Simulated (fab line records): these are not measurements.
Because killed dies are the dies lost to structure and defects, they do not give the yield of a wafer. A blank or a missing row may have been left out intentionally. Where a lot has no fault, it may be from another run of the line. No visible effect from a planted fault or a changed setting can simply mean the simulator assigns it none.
Split-lot experiment / flow n5-finfet / 7 lots, 21 wafers read, on a route of 1938 steps

== SPLIT DETAILS ==
At N5_DUMMY_GATE_COAT_28 (time 60 s, resist thk 10 nm), the setting spin-rpm was moved away from the recipe's 1500 rpm on 3 of the 21 wafers read, by -9.5% to +10.0%. This setting was run at the recipe's value on the other wafers.

The reading is taken at the split's own step.

== THE READING ==
underlayer_of_DUMMY_GATE_COAT_28.thk-nm (the simulator's own value, which no gauge read), in nm, at N5_DUMMY_GATE_COAT_28 (time 60 s, resist thk 10 nm). The file does not state a usual value for it.

wafer=L075.2; tool, chamber at the split=litho-track-03, 0; spin-rpm as run, rpm=1500; against the recipe=recipe; underlayer_of_DUMMY_GATE_COAT_28.thk-nm, nm=10; against lot-mates on the recipe=-
wafer=L075.3; tool, chamber at the split=litho-track-03, 0; spin-rpm as run, rpm=1500; against the recipe=recipe; underlayer_of_DUMMY_GATE_COAT_28.thk-nm, nm=10; against lot-mates on the recipe=-
wafer=L075.4; tool, chamber at the split=litho-track-03, 0; spin-rpm as run, rpm=1500; against the recipe=recipe; underlayer_of_DUMMY_GATE_COAT_28.thk-nm, nm=10; against lot-mates on the recipe=-
wafer=L077.3; tool, chamber at the split=litho-track-02, 0; spin-rpm as run, rpm=1588; against the recipe=+5.9%; underlayer_of_DUMMY_GATE_COAT_28.thk-nm, nm=9.8; against lot-mates on the recipe=-0.2
wafer=L077.4; tool, chamber at the split=litho-track-02, 0; spin-rpm as run, rpm=1500; against the recipe=recipe; underlayer_of_DUMMY_GATE_COAT_28.thk-nm, nm=10; against lot-mates on the recipe=-
wafer=L077.6; tool, chamber at the split=litho-track-02, 0; spin-rpm as run, rpm=1500; against the recipe=recipe; underlayer_of_DUMMY_GATE_COAT_28.thk-nm, nm=10; against lot-mates on the recipe=-
wafer=L080.3; tool, chamber at the split=litho-track-02, 0; spin-rpm as run, rpm=1357; against the recipe=-9.5%; underlayer_of_DUMMY_GATE_COAT_28.thk-nm, nm=10.6; against lot-mates on the recipe=+0.6
wafer=L080.4; tool, chamber at the split=litho-track-02, 0; spin-rpm as run, rpm=1500; against the recipe=recipe; underlayer_of_DUMMY_GATE_COAT_28.thk-nm, nm=10; against lot-mates on the recipe=-
wafer=L080.6; tool, chamber at the split=litho-track-02, 0; spin-rpm as run, rpm=1500; against the recipe=recipe; underlayer_of_DUMMY_GATE_COAT_28.thk-nm, nm=10; against lot-mates on the recipe=-
wafer=L084.1; tool, chamber at the split=litho-track-01, 0; spin-rpm as run, rpm=1500; against the recipe=recipe; underlayer_of_DUMMY_GATE_COAT_28.thk-nm, nm=10; against lot-mates on the recipe=-
wafer=L084.3; tool, chamber at the split=litho-track-01, 0; spin-rpm as run, rpm=1500; against the recipe=recipe; underlayer_of_DUMMY_GATE_COAT_28.thk-nm, nm=10; against lot-mates on the recipe=-
wafer=L084.5; tool, chamber at the split=litho-track-01, 0; spin-rpm as run, rpm=1500; against the recipe=recipe; underlayer_of_DUMMY_GATE_COAT_28.thk-nm, nm=10; against lot-mates on the recipe=-
wafer=L092.1; tool, chamber at the split=litho-track-02, 0; spin-rpm as run, rpm=1500; against the recipe=recipe; underlayer_of_DUMMY_GATE_COAT_28.thk-nm, nm=10; against lot-mates on the recipe=-
wafer=L092.3; tool, chamber at the split=litho-track-02, 0; spin-rpm as run, rpm=1500; against the recipe=recipe; underlayer_of_DUMMY_GATE_COAT_28.thk-nm, nm=10; against lot-mates on the recipe=-
wafer=L092.6; tool, chamber at the split=litho-track-02, 0; spin-rpm as run, rpm=1650; against the recipe=+10.0%; underlayer_of_DUMMY_GATE_COAT_28.thk-nm, nm=9.6; against lot-mates on the recipe=-0.4
wafer=L095.1; tool, chamber at the split=litho-track-01, 0; spin-rpm as run, rpm=1500; against the recipe=recipe; underlayer_of_DUMMY_GATE_COAT_28.thk-nm, nm=10; against lot-mates on the recipe=-
wafer=L095.3; tool, chamber at the split=litho-track-01, 0; spin-rpm as run, rpm=1500; against the recipe=recipe; underlayer_of_DUMMY_GATE_COAT_28.thk-nm, nm=10; against lot-mates on the recipe=-
wafer=L095.6; tool, chamber at the split=litho-track-01, 0; spin-rpm as run, rpm=1500; against the recipe=recipe; underlayer_of_DUMMY_GATE_COAT_28.thk-nm, nm=10; against lot-mates on the recipe=-
wafer=L096.2; tool, chamber at the split=litho-track-03, 0; spin-rpm as run, rpm=1500; against the recipe=recipe; underlayer_of_DUMMY_GATE_COAT_28.thk-nm, nm=10; against lot-mates on the recipe=-
wafer=L096.3; tool, chamber at the split=litho-track-03, 0; spin-rpm as run, rpm=1500; against the recipe=recipe; underlayer_of_DUMMY_GATE_COAT_28.thk-nm, nm=10; against lot-mates on the recipe=-
wafer=L096.4; tool, chamber at the split=litho-track-03, 0; spin-rpm as run, rpm=1500; against the recipe=recipe; underlayer_of_DUMMY_GATE_COAT_28.thk-nm, nm=10; against lot-mates on the recipe=-

THE FIT
A straight line over all 21 wafers: underlayer_of_DUMMY_GATE_COAT_28.thk-nm changes by -0.0488 nm for each +1% of spin-rpm; r = -0.97; the points scatter about the line by 0.039 nm.
The same after taking each lot's own level away (the mean of its wafers on the recipe; 21 wafers): -0.0488 nm for each +1%; r = -0.97; scatter 0.039 nm.
Per that fit: largest spin-rpm move, reading shift of 0.49 nm.
The lots' own levels span 10.00 to 10.00 nm.
The two slopes are in agreement: the lot-to-lot level therefore moves the slope only a little.
Check: -0.537 nm against its lot-mates is what the line predicts for one of the wafers moved furthest among these (+10.0%) when that wafer is left out of the fit. It came out at -0.4 nm against them.

== OTHER SPLITS APPLIED TO THESE WAFERS ==
These wafers also went through other splits before the reading. Each is held against what the fit with the lots' levels taken away leaves over:
other split on the same wafers=N5_FIN_SAQP_HM_DEP_03 time-s; wafers away from the commonest value=7; r with underlayer_of_DUMMY_GATE_COAT_28.thk-nm (lot level and that fit taken away)=+0.10
other split on the same wafers=N5_FIN_SAQP_COAT_10 spin-rpm; wafers away from the commonest value=10; r with underlayer_of_DUMMY_GATE_COAT_28.thk-nm (lot level and that fit taken away)=+0.17
other split on the same wafers=N5_FIN_SAQP_ETCH_64 bias-w; wafers away from the commonest value=9; r with underlayer_of_DUMMY_GATE_COAT_28.thk-nm (lot level and that fit taken away)=-0.11

== FILE'S OWN FIT ==
underlayer_of_DUMMY_GATE_COAT_28.thk-nm changes by -0.0483 nm for each +1% of spin-rpm, r = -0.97.
